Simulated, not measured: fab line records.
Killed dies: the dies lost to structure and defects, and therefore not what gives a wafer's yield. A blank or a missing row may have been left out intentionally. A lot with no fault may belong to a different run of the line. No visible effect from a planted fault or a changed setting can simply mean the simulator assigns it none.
fab line records ; flow n5-finfet
record: lots: 11; wafers: 30; last-day: 16
route steps=1938 shown BEOL_M9@1401 PASSIVATION@1936
lots that met no fault: taken from a fault-free run of the same line
start-h: the number of hours between the record's first day and the start of the first shown wafer of the lot ; wait-h: time in hours since the lot's previous step ; " same as the row above ; L1.1+2: a row that stands for several wafers ; - either no value or no given start ; * or withheld: withheld ; < > ~ a bound
route shown NAME@n: a module of which the file shows steps, and the number in the route of the first ; usual: average and standard deviation across the fault-free wafers ; same: alike in all rows ; chamber/n: place in a boat ; sites: per-site readings ; _std_site: standard deviation of those values ; _edge_site: inner sites' mean taken away from outer sites' mean ; radius-mm: how far each site lies from the wafer's centre ; mask NAME#n: copy n ; behind: tool/chamber where the wafer was last shaped ; hold: reason for holding the lot/hours on hold/outcome of the hold ; device: names the non-switching transistor (n, p or np) ; end of line: tests of these same wafers at the route's end ; for a step that has no rows: nothing shown but its recipe ; killed: dies lost to structure and defects at the first sort, not the wafer's yield ; map: a wafer's dies, marking killed ones x, the rest . and places with no die _
set.NAME: the run value of the setting; set.NAME@STEP: its run value at that earlier step ; model.NAME: the simulator's own value behind a step, which no gauge read
the route's steps for a sample of lots (tables are steps, rows are wafers)
services: from which hour (start-h, from the record's first day; less than 0 if before it) a tool's chamber was out of use, for how many hours, and why
== steps ==
step: N5_BEOL_M9_ILD_DEP_00
recipe: material: SiCOH_lowk; target-thk-a: 3085.1; temp-c: 300; precursor: DEMS/porogen; pressure-torr: 5; rf-w: 500; time-s: 58
usual: heater-power-w: 300/35; showerhead-plenum-p-Torr: 5.734/0.017; throttle-valve-pct: 13.4/0.97
lot.wafer;tool;chamber;start-h;wait-h;heater-power-w;showerhead-plenum-p-Torr;throttle-valve-pct
L505.3;pecvd-01;0;205.28;0.0;313;5.756;13.8
L505.4;pecvd-01;2;205.28;0.0;360;5.725;13.9
L505.5;pecvd-01;0;205.28;0.0;311;5.756;13.7
L509.2;pecvd-02;1;218.90;0.0;274;5.757;14.2
L509.5;pecvd-02;0;218.90;0.0;286;5.734;13.9
L509.6;pecvd-02;2;218.90;0.0;357;5.730;12.9
L508.1;pecvd-01;0;224.78;0.0;268;5.756;13.8
L508.4;pecvd-01;2;224.78;0.0;358;5.719;13.7
L508.5;pecvd-01;1;224.78;0.0;289;5.729;13.5
L513.2;pecvd-02;2;255.37;0.0;359;5.733;12.7
L513.3;pecvd-02;2;255.37;0.0;363;5.731;13.0
L513.5;pecvd-02;1;255.37;0.0;304;5.748;13.6
L515.2;pecvd-03;1;261.29;0.0;311;5.740;15.3
L515.3;pecvd-03;1;261.29;0.0;313;5.724;15.0
L515.4;pecvd-03;2;261.29;0.0;246;5.724;12.0
L518.2;pecvd-02;1;283.10;0.0;270;5.767;14.0
L518.3;pecvd-02;1;283.10;0.0;281;5.744;13.9
L518.5;pecvd-02;2;283.10;0.0;349;5.729;12.9
L520.1;pecvd-02;0;292.46;0.0;287;5.744;11.8
L520.3;pecvd-02;2;292.46;0.0;342;5.728;12.8
L521.1;pecvd-02;2;293.11;0.0;324;5.732;13.0
L521.3;pecvd-02;0;293.11;0.0;274;5.741;11.8
L522.1;pecvd-01;1;305.59;0.0;306;5.714;13.4
L522.5;pecvd-01;2;305.59;0.0;348;5.710;13.8
L526.1;pecvd-03;2;331.89;0.0;290;5.724;11.8
L526.3;pecvd-03;1;331.89;0.0;266;5.705;15.5
L526.4;pecvd-03;2;331.89;0.0;293;5.738;11.9
L527.2;pecvd-02;1;336.68;0.0;246;5.757;14.1
L527.3;pecvd-02;0;336.68;0.0;240;5.746;11.9
L527.6;pecvd-02;1;336.68;0.0;261;5.766;14.2
step: N5_BEOL_M9_THK_MEAS_01
recipe: reads: SiCOH_lowk_of_BEOL_M9_ILD_DEP_00
usual: M9_ILD_THK: 269/3.5
lot.wafer;tool;chamber;start-h;wait-h;M9_ILD_THK[nm]
L505.3;film-metro-02;-;206.10;0.3;267
L505.4;film-metro-02;-;206.10;0.3;274
L505.5;film-metro-02;-;206.10;0.3;271
L509.2;film-metro-01;-;219.50;0.4;267
L509.5;film-metro-01;-;219.50;0.4;266
L509.6;film-metro-01;-;219.50;0.4;270
L508.1;film-metro-02;-;225.40;0.4;274
L508.4;film-metro-02;-;225.40;0.4;275
L508.5;film-metro-02;-;225.40;0.4;272
L513.2;film-metro-02;-;256.20;0.4;265
L513.3;film-metro-02;-;256.20;0.4;268
L513.5;film-metro-02;-;256.20;0.4;269
L515.2;film-metro-01;-;262.39;0.7;267
L515.3;film-metro-01;-;262.39;0.7;274
L515.4;film-metro-01;-;262.39;0.7;265
L518.2;film-metro-01;-;284.24;0.7;264
L518.3;film-metro-01;-;284.24;0.7;273
L518.5;film-metro-01;-;284.24;0.7;270
L520.1;film-metro-02;-;293.05;0.4;270
L520.3;film-metro-02;-;293.05;0.4;271
L521.1;film-metro-02;-;294.18;0.8;265
L521.3;film-metro-02;-;294.18;0.8;261
L522.1;film-metro-01;-;306.66;0.8;261
L522.5;film-metro-01;-;306.66;0.8;267
L526.1;film-metro-01;-;332.50;0.4;265
L526.3;film-metro-01;-;332.50;0.4;266
L526.4;film-metro-01;-;332.50;0.4;270
L527.2;film-metro-02;-;337.27;0.4;263
L527.3;film-metro-02;-;337.27;0.4;269
L527.6;film-metro-02;-;337.27;0.4;273
step: N5_BEOL_M9_DESCUM_16
recipe: chemistry: O2; time-s: 7.9; source-power-w: 50; bias-power-w: 20; pressure-mtorr: 20; rf-frequency-hz: 2.712e+07; temp-c: 40; resist: CAR-ArF; o2-flow-sccm: 225
usual: drypump-motor-current-A: 6.0/0.54; oes-product-au: 0.80/0.1; rf-vpp-V: 242.9/1.3; showerhead-plenum-p-Torr: 2.07/0.058; throttle-valve-pct: 20.42/0.27
lot.wafer;tool;chamber;start-h;wait-h;drypump-motor-current-A;oes-product-au;rf-hours-counter-h;rf-vpp-V;showerhead-plenum-p-Torr;throttle-valve-pct
L505.3;rie-diel-04;1;208.63;0.1;6.5;0.86;42;242.0;2.03;20.73
L505.4;rie-diel-04;2;208.63;0.1;5.1;0.83;57;241.4;2.01;20.19
L505.5;rie-diel-04;1;208.63;0.1;6.5;0.86;-;241.7;2.03;20.71
L509.2;rie-diel-03;3;222.02;0.3;6.4;0.70;246;242.0;2.07;20.68
L509.5;rie-diel-03;1;222.02;0.3;5.8;0.73;-;245.7;2.14;20.43
L509.6;rie-diel-03;0;222.02;0.3;6.4;0.75;-;241.3;2.00;20.40
L508.1;rie-diel-03;2;227.51;0.4;6.2;1.00;2;243.3;2.12;19.82
L508.4;rie-diel-03;0;227.51;0.4;6.4;0.76;172;241.2;2.00;20.39
L508.5;rie-diel-03;3;227.51;0.4;6.5;0.70;-;241.6;2.07;20.68
L513.2;rie-diel-03;3;259.03;0.1;6.4;1.00;1;243.0;2.07;20.26
L513.3;rie-diel-03;2;259.03;0.1;6.2;0.95;14;244.2;2.11;19.85
L513.5;rie-diel-03;2;259.03;0.1;6.2;0.95;-;245.3;2.12;19.84
L515.2;rie-diel-04;0;263.24;0.0;6.4;0.67;205;243.2;2.09;20.36
L515.3;rie-diel-04;2;263.24;0.0;5.2;0.81;73;241.8;2.00;20.21
L515.4;rie-diel-04;1;263.24;0.0;6.5;0.85;57;242.9;2.03;20.76
L518.2;rie-diel-06;1;288.00;0.5;6.0;0.90;26;242.4;2.05;20.44
L518.3;rie-diel-06;3;288.00;0.5;6.8;0.95;9;244.5;2.22;20.11
L518.5;rie-diel-06;0;288.00;0.5;6.1;0.75;-;243.4;2.09;20.60
L520.1;rie-diel-03;0;295.60;0.2;6.4;0.74;196;241.8;1.99;20.44
L520.3;rie-diel-03;2;295.60;0.2;6.2;0.93;26;244.5;2.11;19.87
L521.1;rie-diel-03;1;296.21;0.3;5.8;0.71;201;244.0;2.13;20.46
L521.3;rie-diel-03;2;296.21;0.3;6.2;0.93;27;244.5;2.11;19.87
L522.1;rie-diel-03;1;307.82;0.0;5.8;0.70;206;244.8;2.13;20.48
L522.5;rie-diel-03;3;307.82;0.0;6.5;0.92;-;243.1;2.06;20.29
L526.1;rie-diel-04;3;333.92;0.1;5.6;0.71;208;244.1;2.16;20.95
L526.3;rie-diel-04;2;333.92;0.1;5.1;0.79;92;240.8;2.00;20.26
L526.4;rie-diel-04;0;333.92;0.1;6.4;0.66;222;241.7;2.09;20.39
L527.2;rie-diel-06;3;338.35;0.0;6.8;0.90;26;245.6;2.21;20.15
L527.3;rie-diel-06;0;338.35;0.0;6.1;0.73;168;243.6;2.09;20.63
L527.6;rie-diel-06;1;338.35;0.0;5.9;0.86;-;242.4;2.04;20.48
step: N5_BEOL_M9_ETCH_62
recipe: chemistry: N2/H2; target: SOC; target-depth-a: 1100; overetch-a: 220; mask-material: SiARC; temp-c: 40; time-s: 165; ion-energy-ev: 200; pressure-mtorr: 30; source-w: 840; bias-w: 150; n2-flow-sccm: 200; h2-flow-sccm: 200
usual: drypump-motor-current-A: 6.0/0.54; oes-product-au: 0.68/0.081; rf-vpp-V: 523.4/2.2; showerhead-plenum-p-Torr: 2.52/0.076; throttle-valve-pct: 17.8/0.3
lot.wafer;tool;chamber;start-h;wait-h;drypump-motor-current-A;oes-product-au;rf-hours-counter-h;rf-vpp-V;showerhead-plenum-p-Torr;throttle-valve-pct
L505.3;rie-diel-04;1;208.71;0.0;6.5;0.73;42;521.7;2.47;18.1
L505.4;rie-diel-04;2;208.71;0.0;5.2;0.70;57;521.5;2.46;17.7
L505.5;rie-diel-04;1;208.71;0.0;6.5;0.73;-;523.0;2.47;18.1
L509.2;rie-diel-03;3;222.10;0.0;6.5;0.59;246;524.5;2.50;18.1
L509.5;rie-diel-03;1;222.10;0.0;5.8;0.64;-;526.9;2.62;17.9
L509.6;rie-diel-03;0;222.10;0.0;6.4;0.63;-;520.4;2.41;17.8
L508.1;rie-diel-03;2;227.60;0.0;6.2;0.82;2;524.5;2.56;17.1
L508.4;rie-diel-03;0;227.60;0.0;6.4;0.62;172;520.8;2.41;17.8
L508.5;rie-diel-03;3;227.60;0.0;6.5;0.59;-;524.3;2.50;18.1
L513.2;rie-diel-03;3;259.11;0.0;6.5;0.84;1;523.5;2.49;17.7
L513.3;rie-diel-03;2;259.11;0.0;6.2;0.78;14;525.5;2.56;17.1
L513.5;rie-diel-03;2;259.11;0.0;6.2;0.78;-;525.3;2.56;17.1
L515.2;rie-diel-04;0;263.33;0.0;6.4;0.58;205;523.9;2.53;17.7
L515.3;rie-diel-04;2;263.33;0.0;5.1;0.69;73;522.2;2.46;17.7
L515.4;rie-diel-04;1;263.33;0.0;6.5;0.71;57;522.0;2.46;18.1
L518.2;rie-diel-06;1;288.08;0.0;6.0;0.78;26;522.8;2.47;17.6
L518.3;rie-diel-06;3;288.08;0.0;6.8;0.80;9;528.1;2.72;17.7
L518.5;rie-diel-06;0;288.08;0.0;6.1;0.64;-;524.6;2.54;17.9
L520.1;rie-diel-03;0;295.69;0.0;6.4;0.61;196;520.0;2.40;17.8
L520.3;rie-diel-03;2;295.69;0.0;6.2;0.77;26;524.5;2.55;17.1
L521.1;rie-diel-03;1;296.30;0.0;5.8;0.61;201;527.2;2.61;17.9
L521.3;rie-diel-03;2;296.30;0.0;6.2;0.75;27;524.9;2.55;17.1
L522.1;rie-diel-03;1;307.90;0.0;5.8;0.61;206;526.3;2.61;17.9
L522.5;rie-diel-03;3;307.90;0.0;6.5;0.79;-;522.6;2.49;17.7
L526.1;rie-diel-04;3;334.01;0.0;5.6;0.61;208;527.7;2.64;18.4
L526.3;rie-diel-04;2;334.01;0.0;5.1;0.67;92;522.5;2.45;17.8
L526.4;rie-diel-04;0;334.01;0.0;6.4;0.58;222;522.7;2.52;17.7
L527.2;rie-diel-06;3;338.44;0.0;6.8;0.77;26;528.2;2.71;17.7
L527.3;rie-diel-06;0;338.44;0.0;6.1;0.63;168;523.2;2.53;17.9
L527.6;rie-diel-06;1;338.44;0.0;6.0;0.74;-;523.2;2.46;17.7
step: N5_BEOL_M9_CD_MEAS_18
recipe: pitch-nm: 140; target-cd-nm: 70
usual: cd-nm: 70.1/0.69
lot.wafer;tool;chamber;start-h;wait-h;cd-nm
L505.3;cd-sem-01;-;209.08;0.1;69.0
L505.4;cd-sem-01;-;209.08;0.1;69.8
L505.5;cd-sem-01;-;209.08;0.1;69.7
L509.2;cd-sem-03;-;222.48;0.1;71.2
L509.5;cd-sem-03;-;222.48;0.1;70.3
L509.6;cd-sem-03;-;222.48;0.1;70.3
L508.1;cd-sem-02;-;228.13;0.0;70.5
L508.4;cd-sem-02;-;228.13;0.0;71.7
L508.5;cd-sem-02;-;228.13;0.0;70.6
L513.2;cd-sem-03;-;259.48;0.1;69.7
L513.3;cd-sem-03;-;259.48;0.1;69.4
L513.5;cd-sem-03;-;259.48;0.1;69.8
L515.2;cd-sem-02;-;263.70;0.1;69.2
L515.3;cd-sem-02;-;263.70;0.1;69.6
L515.4;cd-sem-02;-;263.70;0.1;68.5
L518.2;cd-sem-02;-;288.45;0.1;70.8
L518.3;cd-sem-02;-;288.45;0.1;70.8
L518.5;cd-sem-02;-;288.45;0.1;70.0
L520.1;cd-sem-01;-;296.13;0.0;72.4
L520.3;cd-sem-01;-;296.13;0.0;71.4
L521.1;cd-sem-01;-;296.66;0.0;71.2
L521.3;cd-sem-01;-;296.66;0.0;72.8
L522.1;cd-sem-02;-;308.27;0.0;72.8
L522.5;cd-sem-02;-;308.27;0.0;69.8
L526.1;cd-sem-03;-;334.38;0.0;68.7
L526.3;cd-sem-03;-;334.38;0.0;70.7
L526.4;cd-sem-03;-;334.38;0.0;70.9
L527.2;cd-sem-03;-;338.80;0.1;69.5
L527.3;cd-sem-03;-;338.80;0.1;69.4
L527.6;cd-sem-03;-;338.80;0.1;69.5
step: N5_PASSIVATION_PROBE_49
usual: defect-limited-yield: 91.0/1.4; killed_at_M0_to_M3: 36/11; killed_at_M4_up: 13/5.4; killed-at-contacts: 12/6.4; killed-at-front-end: 41/13; killed-at-other: 2.9/2.3; killed-dies: 106/17; killed-open: 70/12; killed-short: 34/8.4; sort_bin_4_leakage: 0.01/0.057; sort_bin_5_function: 5.2/1; sort_bin_6_memory: 3.4/0.63; sort-n-pass: 1074/18; sort-yield-pct: 91.0/1.6
same: gross-dies: 1180; killed-at-back-side: 0; sort_bin_8_speed[%]: 0
lot.wafer;tool;chamber;start-h;wait-h;defect-limited-yield[%];killed_at_M0_to_M3;killed_at_M4_up;killed-at-contacts;killed-at-front-end;killed-at-other;killed-dies;killed-open;killed-short;sort_bin_4_leakage[%];sort_bin_5_function[%];sort_bin_6_memory[%];sort-n-pass;sort-yield-pct[%]
L505.3;prober-02;-;269.09;0.1;91.1;41;15;1;44;4;105;63;39;0.08;4.8;3.2;1074;91.0
L505.4;prober-02;-;269.14;0.2;89.2;25;10;10;76;7;128;67;53;0;5.9;3.9;1052;89.2
L505.5;prober-02;-;269.19;0.2;90.8;41;17;12;34;4;108;71;37;0;5.0;3.6;1072;90.8
L509.2;prober-02;-;286.78;0.1;92.7;30;8;6;41;1;86;58;28;0;3.7;3.5;1094;92.7
L509.5;prober-02;-;286.93;0.2;91.8;48;13;8;28;0;97;66;23;0;4.2;3.2;1083;91.8
L509.6;prober-02;-;286.98;0.3;90.9;34;13;8;47;5;107;68;37;0;5.2;3.5;1073;90.9
L508.1;prober-01;-;287.66;0.0;90.8;35;14;6;52;2;109;69;32;0;5.0;3.4;1071;90.8
L508.4;prober-01;-;287.81;0.2;91.9;31;13;12;39;1;96;60;35;0;3.6;4.1;1084;91.9
L508.5;prober-01;-;287.86;0.2;89.7;49;21;6;43;2;121;73;39;0;5.6;3.8;1059;89.7
L513.2;prober-02;-;319.33;0.1;92.0;27;13;7;45;2;94;61;32;0;5.1;2.6;1086;92.0
L513.3;prober-02;-;319.38;0.1;91.1;24;8;13;59;1;105;74;31;0;5.6;3.0;1075;91.1
L513.5;prober-02;-;319.48;0.2;89.6;29;13;11;67;3;123;71;52;0;6.8;3.4;1057;89.6
L515.2;prober-01;-;323.73;0.1;92.2;34;16;11;31;0;92;64;26;0;4.5;3.0;1088;92.2
L515.3;prober-01;-;323.78;0.1;92.7;26;16;3;38;3;86;53;29;0;4.3;2.7;1094;92.7
L515.4;prober-01;-;323.83;0.2;93.8;18;19;13;19;4;73;56;15;0;3.1;3.1;1107;93.8
L518.2;prober-01;-;348.04;0.1;89.0;39;25;11;53;2;130;85;42;0;6.8;4.2;1050;89.0
L518.3;prober-01;-;348.09;0.1;89.7;58;13;13;37;0;121;72;47;0;6.1;3.7;1059;89.7
L518.5;prober-01;-;348.19;0.2;90.8;38;6;7;57;0;108;61;44;0;4.7;4.1;1072;90.8
L521.1;prober-01;-;355.82;0.0;89.7;38;15;11;57;0;121;77;37;0;5.1;4.3;1059;89.7
L521.3;prober-01;-;355.92;0.1;94.7;13;12;7;29;1;62;48;14;0;3.0;2.1;1118;94.7
L520.1;prober-01;-;360.00;0.0;91.4;41;6;6;48;0;101;56;39;0;5.1;2.9;1079;91.4
L520.3;prober-01;-;360.10;0.1;90.8;47;3;11;46;1;108;62;36;0;5.2;3.1;1072;90.8
L522.1;prober-02;-;362.40;0.0;94.0;24;3;9;33;2;71;46;22;0;3.4;2.5;1109;94.0
L522.5;prober-02;-;362.60;0.2;90.5;38;11;19;37;7;112;63;49;0;5.8;3.6;1068;90.5
L526.1;prober-02;-;395.36;0.0;92.2;30;9;8;43;2;92;76;16;0;4.8;2.9;1088;92.2
L526.3;prober-02;-;395.46;0.1;93.2;17;4;11;42;6;80;59;21;0;4.1;2.7;1100;93.2
L526.4;prober-02;-;395.51;0.2;92.9;27;15;8;30;4;84;54;23;0;4.5;1.9;1096;92.9
L527.2;prober-01;-;395.57;0.1;89.7;19;30;24;43;5;121;88;30;0;5.4;4.7;1059;89.7
L527.3;prober-01;-;395.62;0.1;90.5;24;19;8;54;7;112;71;40;0;5.4;3.6;1068;90.5
L527.6;prober-01;-;395.77;0.3;89.7;35;22;12;42;10;121;91;29;0;6.1;3.8;1059;89.7
killed by level:class
L505.3 BEOL_M3:geometric-particle:open=18 FIN_SAQP:geometric-particle:open=10 FIN_SAQP:geometric-particle:short=9 BEOL_M2:geometric-particle:short=7 STI_FIN_REVEAL:geometric-particle:open=4 BEOL_M1:geometric-particle:open=4 STARTING-WAFER:geometric-particle:short=4 BEOL_M3:geometric-particle:short=4
L505.4 STI_FIN_REVEAL:geometric-particle:open=21 FIN_SAQP:geometric-particle:short=19 FIN_SAQP:geometric-particle:open=9 MOL_CONTACT_COAG:geometric-particle:open=9 HKMG_FIN:area-etch=8 GATE_CUT:geometric-particle:short=7 BEOL_M0_SAQP:geometric-particle:open=6 BEOL_M4:geometric-particle:open=6
L505.5 BEOL_M3:geometric-particle:open=14 MOL_CONTACT_COAG:geometric-particle:open=10 FIN_SAQP:geometric-particle:short=8 BEOL_M1:geometric-particle:open=8 GATE_CUT:geometric-particle:short=6 FIN_SAQP:geometric-particle:open=5 STI_FIN_REVEAL:geometric-particle:open=5 BEOL_M2:geometric-particle:short=5
L509.2 STI_FIN_REVEAL:geometric-particle:open=7 BEOL_M0_SAQP:geometric-particle:short=7 FIN_SAQP:geometric-particle:open=6 MOL_CONTACT_COAG:geometric-particle:open=6 BEOL_M1:geometric-particle:open=6 BEOL_M0_SAQP:geometric-particle:open=5 BEOL_M2:geometric-particle:open=5 BEOL_M3:geometric-particle:open=5
L509.5 BEOL_M0_SAQP:geometric-particle:open=12 BEOL_M2:geometric-particle:open=9 BEOL_M3:geometric-particle:open=8 MOL_CONTACT_COAG:geometric-particle:open=7 BEOL_M4:geometric-particle:open=7 BEOL_M1:geometric-particle:open=6 HKMG_FIN:area-etch=6 DUMMY_GATE:geometric-particle:open=5
L509.6 STI_FIN_REVEAL:geometric-particle:open=11 DUMMY_GATE:geometric-particle:open=9 BEOL_M0_SAQP:geometric-particle:open=8 BEOL_M1:geometric-particle:open=6 MOL_CONTACT_COAG:geometric-particle:open=6 BEOL_M0_SAQP:geometric-particle:short=6 BEOL_M3:geometric-particle:open=5 FIN_SAQP:geometric-particle:short=4
L508.1 FIN_SAQP:geometric-particle:open=18 BEOL_M0_SAQP:geometric-particle:open=12 FIN_SAQP:geometric-particle:short=10 BEOL_M0_SAQP:geometric-particle:short=9 BEOL_M4:geometric-particle:open=6 HKMG_FIN:area-etch=6 BEOL_M2:geometric-particle:open=5 BEOL_M5:geometric-particle:open=5
L508.4 BEOL_M0_SAQP:geometric-particle:short=14 MOL_CONTACT_COAG:geometric-particle:open=11 BEOL_M0_SAQP:geometric-particle:open=11 FIN_SAQP:geometric-particle:open=10 DUMMY_GATE:geometric-particle:open=8 FIN_SAQP:geometric-particle:short=6 STARTING-WAFER:geometric-particle:short=4 BEOL_M0:geometric-particle:open=3
L508.5 BEOL_M0_SAQP:geometric-particle:open=19 BEOL_M0_SAQP:geometric-particle:short=18 FIN_SAQP:geometric-particle:open=13 BEOL_M4:geometric-particle:open=10 FIN_SAQP:geometric-particle:short=7 HKMG_FIN:area-etch=7 MOL_CONTACT_COAG:geometric-particle:open=5 STARTING-WAFER:geometric-particle:open=4
L513.2 STI_FIN_REVEAL:geometric-particle:open=16 BEOL_M1:geometric-particle:open=7 MOL_CONTACT_COAG:geometric-particle:open=5 BEOL_M3:geometric-particle:open=5 FIN_SAQP:geometric-particle:short=4 FIN_SAQP:geometric-particle:open=4 BEOL_M0_SAQP:geometric-particle:short=4 BEOL_M0:geometric-particle:open=4
L513.3 STI_FIN_REVEAL:geometric-particle:open=19 FIN_SAQP:geometric-particle:short=14 FIN_SAQP:geometric-particle:open=12 MOL_CONTACT_COAG:geometric-particle:open=12 BEOL_M1:geometric-particle:open=8 BEOL_M0:geometric-particle:open=5 GATE_CUT:geometric-particle:open=4 BEOL_M0_SAQP:geometric-particle:short=4
L513.5 FIN_SAQP:geometric-particle:short=21 STI_FIN_REVEAL:geometric-particle:open=15 FIN_SAQP:geometric-particle:open=13 MOL_CONTACT_COAG:geometric-particle:open=9 BEOL_M4:geometric-particle:open=8 BEOL_M1:geometric-particle:short=6 ILD0:geometric-particle:short=5 STI_FIN_REVEAL:geometric-particle:short=5
L515.2 MOL_CONTACT_COAG:geometric-particle:open=9 STI_FIN_REVEAL:geometric-particle:open=9 BEOL_M0_SAQP:geometric-particle:open=9 BEOL_M1:geometric-particle:open=8 BEOL_M3:geometric-particle:open=6 DUMMY_GATE:geometric-particle:open=5 BEOL_M4:geometric-particle:open=5 STI_FIN_REVEAL:geometric-particle:short=4
L515.3 FIN_SAQP:geometric-particle:short=7 STI_FIN_REVEAL:geometric-particle:open=7 BEOL_M3:geometric-particle:open=7 BEOL_M5:geometric-particle:open=6 BEOL_M0_SAQP:geometric-particle:open=5 BEOL_M0:geometric-particle:open=5 STARTING-WAFER:geometric-particle:short=5 FIN_SAQP:geometric-particle:open=4
L515.4 MOL_CONTACT_COAG:geometric-particle:open=11 BEOL_M4:geometric-particle:open=8 BEOL_M1:geometric-particle:open=5 BEOL_M0_SAQP:geometric-particle:open=5 BEOL_M3:geometric-particle:open=5 STARTING-WAFER:geometric-particle:open=4 GATE_CUT:geometric-particle:short=3 STARTING-WAFER:geometric-particle:short=3
L518.2 FIN_SAQP:geometric-particle:open=15 BEOL_M0_SAQP:geometric-particle:open=11 GATE_CUT:geometric-particle:open=8 BEOL_M4:geometric-particle:open=8 MOL_CONTACT_COAG:geometric-particle:open=7 BEOL_M1:geometric-particle:short=6 BEOL_M1:geometric-particle:open=6 BEOL_M3:geometric-particle:open=6
L518.3 BEOL_M0_SAQP:geometric-particle:short=15 BEOL_M3:geometric-particle:open=11 BEOL_M1:geometric-particle:short=10 MOL_CONTACT_COAG:geometric-particle:open=9 STI_FIN_REVEAL:geometric-particle:open=8 FIN_SAQP:geometric-particle:open=6 GATE_CUT:geometric-particle:open=6 BEOL_M0_SAQP:geometric-particle:open=6
L518.5 FIN_SAQP:geometric-particle:short=14 FIN_SAQP:geometric-particle:open=13 GATE_CUT:geometric-particle:short=11 BEOL_M1:geometric-particle:open=8 BEOL_M2:geometric-particle:open=7 STI_FIN_REVEAL:geometric-particle:open=6 MOL_CONTACT_COAG:geometric-particle:open=6 BEOL_M1:geometric-particle:short=6
L521.1 FIN_SAQP:geometric-particle:open=18 FIN_SAQP:geometric-particle:short=12 BEOL_M3:geometric-particle:open=10 BEOL_M0_SAQP:geometric-particle:open=9 BEOL_M4:geometric-particle:open=9 MOL_CONTACT_COAG:geometric-particle:open=8 HKMG_FIN:area-etch=6 BEOL_M3:geometric-particle:short=4
L521.3 FIN_SAQP:geometric-particle:open=10 MOL_CONTACT_COAG:geometric-particle:open=7 STI_FIN_REVEAL:geometric-particle:open=5 BEOL_M4:geometric-particle:open=5 STARTING-WAFER:geometric-particle:short=5 FIN_SAQP:geometric-particle:short=4 BEOL_M3:geometric-particle:open=4 BEOL_M8:geometric-particle:open=4
L520.1 FIN_SAQP:geometric-particle:short=12 BEOL_M1:geometric-particle:open=11 STI_FIN_REVEAL:geometric-particle:open=10 FIN_SAQP:geometric-particle:open=7 BEOL_M0_SAQP:geometric-particle:short=6 BEOL_M0:geometric-particle:open=5 HKMG_FIN:area-etch=5 GATE_CUT:geometric-particle:short=4
L520.3 FIN_SAQP:geometric-particle:short=11 BEOL_M0_SAQP:geometric-particle:open=11 STI_FIN_REVEAL:geometric-particle:open=10 MOL_CONTACT_COAG:geometric-particle:open=8 BEOL_M0_SAQP:geometric-particle:short=8 HKMG_FIN:area-etch=8 BEOL_M0:geometric-particle:open=7 FIN_SAQP:geometric-particle:open=5
L522.1 BEOL_M2:geometric-particle:open=10 FIN_SAQP:geometric-particle:open=8 MOL_CONTACT_COAG:geometric-particle:open=7 BEOL_M0_SAQP:geometric-particle:short=5 FIN_SAQP:geometric-particle:short=4 BEOL_M1:geometric-particle:open=4 DUMMY_GATE:geometric-particle:open=3 ILD0:geometric-particle:open=3
L522.5 MOL_CONTACT_COAG:geometric-particle:open=14 STI_FIN_REVEAL:geometric-particle:open=9 BEOL_M0_SAQP:geometric-particle:short=9 BEOL_M1:geometric-particle:open=9 FIN_SAQP:geometric-particle:short=6 GATE_CUT:geometric-particle:short=6 FIN_SAQP:geometric-particle:open=5 MOL_CONTACT_COAG:geometric-particle:short=5
L526.1 STI_FIN_REVEAL:geometric-particle:open=15 BEOL_M3:geometric-particle:open=11 FIN_SAQP:geometric-particle:open=10 MOL_CONTACT_COAG:geometric-particle:open=8 BEOL_M0:geometric-particle:open=6 BEOL_M0_SAQP:geometric-particle:open=4 STARTING-WAFER:geometric-particle:open=4 FIN_SAQP:geometric-particle:short=3
L526.3 FIN_SAQP:geometric-particle:open=9 MOL_CONTACT_COAG:geometric-particle:open=9 STI_FIN_REVEAL:geometric-particle:open=8 BEOL_M1:geometric-particle:open=8 ILD0:geometric-particle:open=7 BEOL_M3:geometric-particle:open=5 STARTING-WAFER:geometric-particle:open=5 STI_FIN_REVEAL:geometric-particle:short=4
L526.4 BEOL_M3:geometric-particle:open=11 FIN_SAQP:geometric-particle:open=6 STI_FIN_REVEAL:geometric-particle:open=6 HKMG_FIN:area-etch=6 BEOL_M2:geometric-particle:open=4 MOL_CONTACT_COAG:geometric-particle:short=4 MOL_CONTACT_COAG:geometric-particle:open=4 GATE_CUT:geometric-particle:short=3
L527.2 BEOL_M4:geometric-particle:open=19 MOL_CONTACT_COAG:geometric-particle:open=15 STI_FIN_REVEAL:geometric-particle:open=11 FIN_SAQP:geometric-particle:open=8 MOL_CONTACT_COAG:geometric-particle:short=8 FIN_SAQP:geometric-particle:short=6 BEOL_M1:geometric-particle:open=6 BEOL_M5:geometric-particle:open=4
L527.3 STI_FIN_REVEAL:geometric-particle:open=16 FIN_SAQP:geometric-particle:open=9 MOL_CONTACT_COAG:geometric-particle:open=7 BEOL_M4:geometric-particle:open=7 FIN_SAQP:geometric-particle:short=6 BEOL_M0_SAQP:geometric-particle:short=6 STI_FIN_REVEAL:geometric-particle:short=5 BEOL_M2:geometric-particle:open=5
L527.6 BEOL_M4:geometric-particle:open=17 MOL_CONTACT_COAG:geometric-particle:open=11 FIN_SAQP:geometric-particle:open=10 BEOL_M0:geometric-particle:open=8 FIN_SAQP:geometric-particle:short=7 DUMMY_GATE:geometric-particle:open=7 BEOL_M0_SAQP:geometric-particle:open=7 STI_FIN_REVEAL:geometric-particle:open=6
== services ==
tool;chamber;start-h;hours;kind
rie-diel-03;-;183.68;1.5;repair
rie-diel-04;-;189.36;0.7;repair
rie-diel-03;2;189.95;11.4;repair
pecvd-02;0;195.57;5.0;scheduled-down
pecvd-02;-;199.25;2.6;repair
rie-diel-06;1;200.94;9.8;repair
rie-diel-03;2;201.58;-;clean
rie-diel-03;2;201.58;-;consumable-replace:focus-ring
rie-diel-03;2;201.58;20.9;scheduled-down
rie-diel-03;2;201.58;20.9;vent-cycle
pecvd-02;1;222.78;5.5;scheduled-down
rie-diel-03;3;235.47;-;clean
rie-diel-03;3;235.47;-;consumable-replace:focus-ring
rie-diel-03;3;235.47;22.2;scheduled-down
rie-diel-03;3;235.47;22.2;vent-cycle
pecvd-01;0;242.40;11.1;repair
rie-diel-03;0;248.64;2.4;repair
pecvd-02;-;251.82;2.8;pm
pecvd-02;0;255.27;3.5;repair
pecvd-03;0;257.05;18.5;repair
pecvd-01;-;267.73;1.8;repair
rie-diel-04;0;270.55;4.8;repair
rie-diel-04;-;287.94;14.6;pm
rie-diel-03;0;321.20;4.8;repair
== key ==
first-sign: step: N5_BEOL_M9_CD_MEAS_18; reading: cd-nm; direction: up; sigmas: 3; usual: 70.1; struck: 72.1
effect none on later readings
met-at N5_BEOL_M9_ETCH_62
struck-lots L520,L521,L522
struck-wafers L520.1,L520.3,L521.1,L521.3,L522.1
not-acting-at N5_BEOL_M9_ILD_DEP_00,N5_BEOL_M9_THK_MEAS_01,N5_BEOL_M9_DESCUM_16
onset-between 259.11 295.69
fault: kind: process-parameter-drift; tool: rie-diel-03; chamber: -; onset-h: 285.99; steps: N5_BEOL_M9_ETCH_62; channel: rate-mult; offset: 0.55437; shape: step; end-h: 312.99; scope: struck-wafers-only
